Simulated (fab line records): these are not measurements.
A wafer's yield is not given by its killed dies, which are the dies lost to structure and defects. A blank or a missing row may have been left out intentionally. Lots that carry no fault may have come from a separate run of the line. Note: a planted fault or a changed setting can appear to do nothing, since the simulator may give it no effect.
Matching of chambers	flow nand_harc	NHARC_A_M0_CMP_23 on cmp-02 has 4 sister chambers
The step polishes, t overpolish 20 s, target thk 113.75 nm. 4 wafers are shown with their chamber, then 10 later ones without.

WAFERS PAIRED WITH THEIR CHAMBERS
wafer	chamber	motor_current_A (A)
L086.4	2	10.7
L086.6	1	12.0
L087.3	0	12.2
L087.4	3	15.6

WAFERS WITH NO CHAMBER GIVEN
wafer	motor_current_A (A)
L087.6	10.9
L088.4	11.4
L088.5	12.4
L088.6	14.6
L090.3	11.3
L090.4	12.4
L090.5	11.5
L091.1	12.4
L091.4	15.4
L091.5	11.4

WHICH CHAMBER EACH WENT THROUGH
wafer	from the rows above	in truth
L087.6	can't be placed: 2 or 1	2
L088.4	can't be placed: 1 or 2 or 0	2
L088.5	can't be placed: 0 or 1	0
L088.6	3	3
L090.3	can't be placed: 2 or 1 or 0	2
L090.4	can't be placed: 0 or 1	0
L090.5	can't be placed: 1 or 0 or 2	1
L091.1	can't be placed: 0 or 1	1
L091.4	3	3
L091.5	can't be placed: 1 or 2 or 0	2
Correct placement for 2 of the 10. Can't be placed from these rows: 8 (the true chamber is among the candidates in 8). Wrongly placed: 0.
How it was worked out, from the rows above alone: a wafer's distance from a chamber is the root of the sum, over the readings, of the square of ((its reading less the chamber's mean) divided by the reading's scatter). The wafer belongs to the nearest chamber; if the next one is less than 2 further off, it can't be placed. Each chamber's mean is taken over the wafers shown for it. The scatter: with one shown wafer a chamber, the root of the mean of the squares of how far each hidden wafer lies from its nearest shown one.
